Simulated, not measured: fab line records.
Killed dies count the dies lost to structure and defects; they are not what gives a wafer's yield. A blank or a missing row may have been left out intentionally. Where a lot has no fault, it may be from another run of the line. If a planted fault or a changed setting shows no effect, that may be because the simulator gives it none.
Which tool was responsible?	flow nand harc	Sampling: 24 lots, 72 wafers, 6 of 1302 route steps

== WHAT THE GAUGES SHOWED, per wafer ==
Not one reading of a measure or inspect step in the record can be checked against a usual standard deviation.

== WHAT TOOL EACH LOT RAN ON (gives the tool, then ch and the chambers of the sampled wafers, and finally the start) ==
lot	NHARC_A_WL_FILL_CVD_03	NHARC_A_WL_FILL_STRIP_27	NHARC_A_CONTACT_ETCH_50	NHARC_A_CONTACT_ETCH_51	NHARC_A_CONTACT_ETCH_115	NHARC_A_CONTACT_ETCH_131
L076	cvd w-01 ch 0,1, day 21 01:23	plasma asher-02 ch 0,1, day 21 02:06	rie diel-04 ch 0,1, day 22 03:02 or earlier	rie diel-04 ch 0,1, day 22 03:02 or earlier	har cap etch-03 ch 0,1, day 22 03:02	har cap etch-02 ch 0,1, day 22 14:34
L074	cvd w-02 ch 0,1, day 21 01:33	plasma asher-01 ch 0,1, day 21 02:19	rie diel-04 ch 0,2,3, day 22 04:53 or earlier	rie diel-04 ch 0,3, day 22 04:53 or earlier	har cap etch-02 ch 0, day 22 04:53	har cap etch-03 ch 0,1, day 22 15:40
L075	cvd w-01 ch 0,1, day 21 05:04	plasma asher-02 ch 0,1, day 21 05:47	rie diel-03 ch 1,2, day 22 11:58 or earlier	rie diel-03 ch 0,1, day 22 11:58 or earlier	har cap etch-01 ch 0,1, day 22 11:58	har cap etch-03 ch 0,1, day 22 23:05
L077	cvd w-01 ch 0,1, day 22 01:05	plasma asher-02 ch 0,1, day 22 01:47	rie diel-03 ch 0,1,2, day 23 03:16 or earlier	rie diel-03 ch 0,2, day 23 03:16 or earlier	har cap etch-02 ch 0,1, day 23 03:16	har cap etch-03 ch 0,1, day 23 15:05
L078	cvd w-02 ch 0,1, day 22 01:20	plasma asher-02 ch 0,1, day 22 02:01	rie diel-04 ch 0,1,2, day 23 04:02 or earlier	rie diel-04 ch 0,1, day 23 04:02 or earlier	har cap etch-03 ch 0,1, day 23 04:02	har cap etch-01 ch 0,1, day 23 16:04
L079	cvd w-02 ch 0,1, day 22 04:47	plasma asher-02 ch 0,1, day 22 05:32	rie diel-02 ch 0,2,3, day 23 08:05 or earlier	rie diel-02 ch 1,2,3, day 23 08:05 or earlier	har cap etch-02 ch 0,1, day 23 08:05	har cap etch-02 ch 0,1, day 23 18:37
L082	cvd w-02 ch 0,1, day 22 18:34	plasma asher-02 ch 0,1, day 22 19:19	rie diel-04 ch 2,3, day 23 22:47 or earlier	rie diel-04 ch 0,2,3, day 23 22:47 or earlier	har cap etch-03 ch 0,1, day 23 22:47	har cap etch-02 ch 0,1, day 24 10:10
L080	cvd w-01 ch 0,1, day 22 18:34	plasma asher-02 ch 0,1, day 22 19:26	rie diel-04 ch 0,1,2, day 24 00:01 or earlier	rie diel-04 ch 1,3, day 24 00:01 or earlier	har cap etch-01 ch 0,1, day 24 00:01	har cap etch-03 ch 0,1, day 24 13:38
L081	cvd w-01 ch 0,1, day 22 22:16	plasma asher-02 ch 0,1, day 22 22:59	rie diel-02 ch 0,3, day 24 01:23 or earlier	rie diel-02 ch 0,1,3, day 24 01:23 or earlier	har cap etch-03 ch 0,1, day 24 01:23	har cap etch-02 ch 0,1, day 24 17:43
L083	cvd w-02 ch 1, day 24 13:31	plasma asher-01 ch 1, day 24 14:14	rie diel-02 ch 0,1, day 25 14:38 or earlier	rie diel-02 ch 0,1,3, day 25 14:38 or earlier	har cap etch-01 ch 0,1, day 25 14:38	har cap etch-03 ch 0,1, day 26 00:58
L084	cvd w-02 ch 1, day 24 23:13	plasma asher-01 ch 0,1, day 24 23:59	rie diel-04 ch 1,3, day 26 02:20 or earlier	rie diel-04 ch 2,3, day 26 02:20 or earlier	har cap etch-02 ch 0,1, day 26 02:20	har cap etch-02 ch 0,1, day 26 14:05
L086	cvd w-01 ch 0, day 25 09:10	plasma asher-01 ch 0,1, day 25 10:13	rie diel-04 ch 1,2,3, day 26 12:59 or earlier	rie diel-04 ch 0,1,3, day 26 12:59 or earlier	har cap etch-03 ch 0,1, day 26 12:59	har cap etch-03 ch 0,1, day 27 00:34
L085	cvd w-02 ch 0,1, day 25 09:16	plasma asher-02 ch 0,1, day 25 10:07	rie diel-04 ch 0,2,3, day 26 14:09 or earlier	rie diel-04 ch 1,2,3, day 26 14:09 or earlier	har cap etch-01 ch 0,1, day 26 14:09	har cap etch-01 ch 0,1, day 27 03:07
L087	cvd w-01 ch 1, day 26 06:28	plasma asher-01 ch 0,1, day 26 07:33	rie diel-04 ch 0,1,3, day 27 09:42 or earlier	rie diel-04 ch 0,1,2, day 27 09:42 or earlier	har cap etch-03 ch 0,1, day 27 09:42	har cap etch-01 ch 0,1, day 27 22:15
L089	cvd w-01 ch 0,1, day 26 17:59	plasma asher-02 ch 0,1, day 26 18:41	rie diel-04 ch 0,3, day 27 19:52 or earlier	rie diel-04 ch 0,2,3, day 27 19:52 or earlier	har cap etch-02 ch 0,1, day 27 19:52	har cap etch-02 ch 1, day 28 06:11
L088	cvd w-02 ch 0,1, day 26 21:52	plasma asher-01 ch 0,1, day 26 22:38	rie diel-02 ch 2,3, day 28 02:39 or earlier	rie diel-02 ch 0,1,3, day 28 02:39 or earlier	har cap etch-03 ch 0,1, day 28 02:39	har cap etch-03 ch 0,1, day 28 13:36
L090	cvd w-02 ch 1, day 28 01:03	plasma asher-01 ch 1, day 28 01:45	rie diel-04 ch 0,1,2, day 29 08:31 or earlier	rie diel-04 ch 0,1,3, day 29 08:31 or earlier	har cap etch-03 ch 0,1, day 29 08:31	har cap etch-03 ch 0,1, day 29 20:06
L092	cvd w-02 ch 0,1, day 28 12:31	plasma asher-02 ch 0,1, day 28 13:13	rie diel-04 ch 1,2,3, day 29 17:02 or earlier	rie diel-04 ch 0,3, day 29 17:02 or earlier	har cap etch-02 ch 0,1, day 29 17:02	har cap etch-02 ch 0,1, day 30 04:07
L091	cvd w-01 ch 0,1, day 28 12:35	plasma asher-01 ch 0,1, day 28 13:20	rie diel-04 ch 0,2,3, day 29 14:38 or earlier	rie diel-04 ch 0,2,3, day 29 14:38 or earlier	har cap etch-01 ch 0,1, day 29 14:38	har cap etch-03 ch 0,1, day 30 03:02
L094	cvd w-01 ch 0,1, day 28 16:28	plasma asher-02 ch 0,1, day 28 17:14	rie diel-02 ch 0,1,3, day 29 22:29 or earlier	rie diel-02 ch 0,1,2, day 29 22:29 or earlier	har cap etch-02 ch 0,1, day 29 22:29	har cap etch-01 ch 0,1, day 30 12:16
L093	cvd w-01 ch 1, day 28 16:46	plasma asher-02 ch 0,1, day 28 17:31	rie diel-03 ch 0,1,2, day 29 21:01 or earlier	rie diel-03 ch 0,2,3, day 29 21:01 or earlier	har cap etch-01 ch 1, day 29 21:01	har cap etch-01 ch 0,1, day 30 09:17
L095	cvd w-02 ch 0,1, day 29 06:54	plasma asher-01 ch 0,1, day 29 07:51	rie diel-04 ch 0,1,2, day 30 08:16 or earlier	rie diel-04 ch 0,1,2, day 30 08:16 or earlier	har cap etch-03 ch 0,1, day 30 08:16	har cap etch-03 ch 0,1, day 30 21:50
L096	cvd w-02 ch 0,1, day 29 09:14	plasma asher-02 ch 0,1, day 29 10:01	rie diel-03 ch 1,2,3, day 30 09:05 or earlier	rie diel-03 ch 1,2,3, day 30 09:05 or earlier	har cap etch-02 ch 0,1, day 30 09:05	har cap etch-02 ch 0,1, day 30 22:30
L097	cvd w-01 ch 0,1, day 29 15:21	plasma asher-02 ch 0,1, day 29 16:20	rie diel-03 ch 1,2,3, day 30 23:21 or earlier	rie diel-03 ch 0,2,3, day 30 23:21 or earlier	har cap etch-01 ch 0,1, day 30 23:21	har cap etch-01 ch 0,1, day 31 10:16
- NHARC_A_WL_FILL_CVD_03: deposits W, target thk 40 nm, time 279 s.
- NHARC_A_WL_FILL_STRIP_27: strips in N2/H2, time 20 s.
- NHARC_A_CONTACT_ETCH_50: etches the open film in CF4/CHF3, target depth 121 nm, time 60.5 s.
- NHARC_A_CONTACT_ETCH_51: etches the open film in O2/COS, target depth 7000 nm, time 1820 s.
- NHARC_A_CONTACT_ETCH_115: etches the open film in C4F8/O2/Ar, time 190 s, target depth 1850 nm.
- NHARC_A_CONTACT_ETCH_131: etches the open film in C4F8/O2/Ar, time 197 s, target depth 1918 nm.

== WHAT THE TOOLS THEMSELVES READ (means of the sampled wafers that have a number; where no wafer has one, the mark that the record gives instead) ==
NHARC_A_WL_FILL_CVD_03.
lot	tool	heater power w (W)	throttle valve pct (%)
L076	cvd w-01	427	7.61
L074	cvd w-02	453	7.73
L075	cvd w-01	416	7.63
L077	cvd w-01	402	7.51
L078	cvd w-02	456	7.76
L079	cvd w-02	448	7.86
L082	cvd w-02	448	7.81
L080	cvd w-01	407	7.65
L081	cvd w-01	408	7.73
L083	cvd w-02	444	7.91
L084	cvd w-02	452	7.93
L086	cvd w-01	380	7.60
L085	cvd w-02	434	7.77
L087	cvd w-01	456	7.74
L089	cvd w-01	401	7.62
L088	cvd w-02	447	7.95
L090	cvd w-02	454	7.87
L092	cvd w-02	457	8.06
L091	cvd w-01	403	7.77
L094	cvd w-01	427	7.64
L093	cvd w-01	449	7.88
L095	cvd w-02	453	7.83
L096	cvd w-02	440	7.90
L097	cvd w-01	426	7.63

NHARC_A_WL_FILL_STRIP_27.
lot	tool	drypump motor current A (A)	heater power w (W)
L076	plasma asher-02	4.9	312
L074	plasma asher-01	5.4	293
L075	plasma asher-02	5.0	314
L077	plasma asher-02	4.8	331
L078	plasma asher-02	4.8	325
L079	plasma asher-02	4.8	327
L082	plasma asher-02	5.0	310
L080	plasma asher-02	4.9	316
L081	plasma asher-02	5.0	315
L083	plasma asher-01	6.1	300
L084	plasma asher-01	5.7	305
L086	plasma asher-01	5.8	299
L085	plasma asher-02	4.9	315
L087	plasma asher-01	5.4	304
L089	plasma asher-02	4.9	329
L088	plasma asher-01	5.7	300
L090	plasma asher-01	6.1	299
L092	plasma asher-02	5.0	317
L091	plasma asher-01	5.7	301
L094	plasma asher-02	4.8	328
L093	plasma asher-02	5.0	320
L095	plasma asher-01	5.5	300
L096	plasma asher-02	5.0	315
L097	plasma asher-02	4.9	319

NHARC_A_CONTACT_ETCH_50.
lot	tool	drypump motor current A (A)	oes product au (a.u.)	rf vpp V (V)	showerhead plenum p Torr (Torr)	throttle valve pct (%)
L076	rie diel-04	6.1	0.943	369.3	1.54	16.797
L074	rie diel-04	5.5	0.970	369.5	1.55	16.802
L075	rie diel-03	5.5	0.980	371.5	1.62	16.805
L077	rie diel-03	5.5	0.919	374.2	1.65	16.806
L078	rie diel-04	6.0	0.948	371.1	1.59	16.802
L079	rie diel-02	5.6	0.932	370.3	1.55	16.809
L082	rie diel-04	5.1	0.942	369.7	1.55	16.804
L080	rie diel-04	6.0	0.934	371.3	1.59	16.809
L081	rie diel-02	5.4	0.929	370.0	1.53	16.802
L083	rie diel-02	5.7	0.959	374.0	1.69	16.810
L084	rie diel-04	5.3	0.951	369.6	1.55	16.812
L086	rie diel-04	5.5	0.951	371.7	1.59	16.798
L085	rie diel-04	5.5	0.962	370.2	1.54	16.808
L087	rie diel-04	5.7	0.961	369.5	1.55	16.800
L089	rie diel-04	5.2	0.928	368.2	1.50	16.796
L088	rie diel-02	5.7	0.935	371.2	1.59	16.801
L090	rie diel-04	6.0	0.975	371.2	1.59	16.811
L092	rie diel-04	5.5	0.959	371.2	1.59	16.805
L091	rie diel-04	5.5	0.974	369.5	1.54	16.795
L094	rie diel-02	5.5	0.913	373.0	1.64	16.794
L093	rie diel-03	5.5	0.968	372.7	1.64	16.807
L095	rie diel-04	6.0	0.946	370.4	1.58	16.800
L096	rie diel-03	5.6	0.958	370.4	1.59	16.801
L097	rie diel-03	5.6	0.940	371.4	1.59	16.804

NHARC_A_CONTACT_ETCH_51.
lot	tool	drypump motor current A (A)	oes product au (a.u.)	rf vpp V (V)	showerhead plenum p Torr (Torr)	throttle valve pct (%)
L076	rie diel-04	6.2	0.992	315.0	3.16	28.335
L074	rie diel-04	5.7	0.995	311.5	2.97	28.332
L075	rie diel-03	5.4	0.977	316.5	3.35	28.337
L077	rie diel-03	5.3	0.999	315.5	3.22	28.338
L078	rie diel-04	6.1	0.999	313.0	3.06	28.329
L079	rie diel-02	5.6	1.007	315.4	3.23	28.329
L082	rie diel-04	5.5	1.007	313.9	3.07	28.335
L080	rie diel-04	5.3	0.986	314.1	3.08	28.325
L081	rie diel-02	5.5	0.995	314.2	3.12	28.328
L083	rie diel-02	5.6	0.995	317.0	3.27	28.333
L084	rie diel-04	5.1	0.997	313.4	3.07	28.335
L086	rie diel-04	5.7	1.003	313.4	3.06	28.333
L085	rie diel-04	5.6	0.994	314.3	3.16	28.331
L087	rie diel-04	6.0	0.993	314.4	3.15	28.331
L089	rie diel-04	5.5	0.999	313.2	3.06	28.326
L088	rie diel-02	5.6	0.994	316.9	3.26	28.328
L090	rie diel-04	5.7	0.991	312.8	3.06	28.329
L092	rie diel-04	5.2	0.997	311.8	2.97	28.331
L091	rie diel-04	5.5	1.005	312.9	3.06	28.326
L094	rie diel-02	5.8	0.996	316.3	3.28	28.318
L093	rie diel-03	5.4	1.003	314.2	3.17	28.328
L095	rie diel-04	6.0	1.005	314.1	3.14	28.325
L096	rie diel-03	5.6	1.003	314.2	3.15	28.329
L097	rie diel-03	5.4	0.994	314.1	3.17	28.324

== THE ANSWER, worked out from the rows above alone ==
Rule: the lots themselves supply what counts as usual. The widest of any qualifying gaps counts: lots, ordered by their means at a reading, are off when they make up no more than a third of the lots, leave a main group of 4 or more, and stand apart from it by 3 or more times the standard deviation of that group's means. The tables above print the reading to a certain number of digits; a main group whose means all agree to those digits is not used. Also off: a lot with no number at a reading for which 4 or more lots have one. All remaining lots with rows at the step are treated as sound. Order of review: gauges by route order, followed by the tools' own readings, for which a lot's mean as printed above is used. At the first step where some lot is off, the reading lying furthest off is the one used; lots without a number count as furthest.
Across all readings shown, no lot is off: no conclusion can be drawn from this.

== WHAT THE SIMULATOR PUT IN ==
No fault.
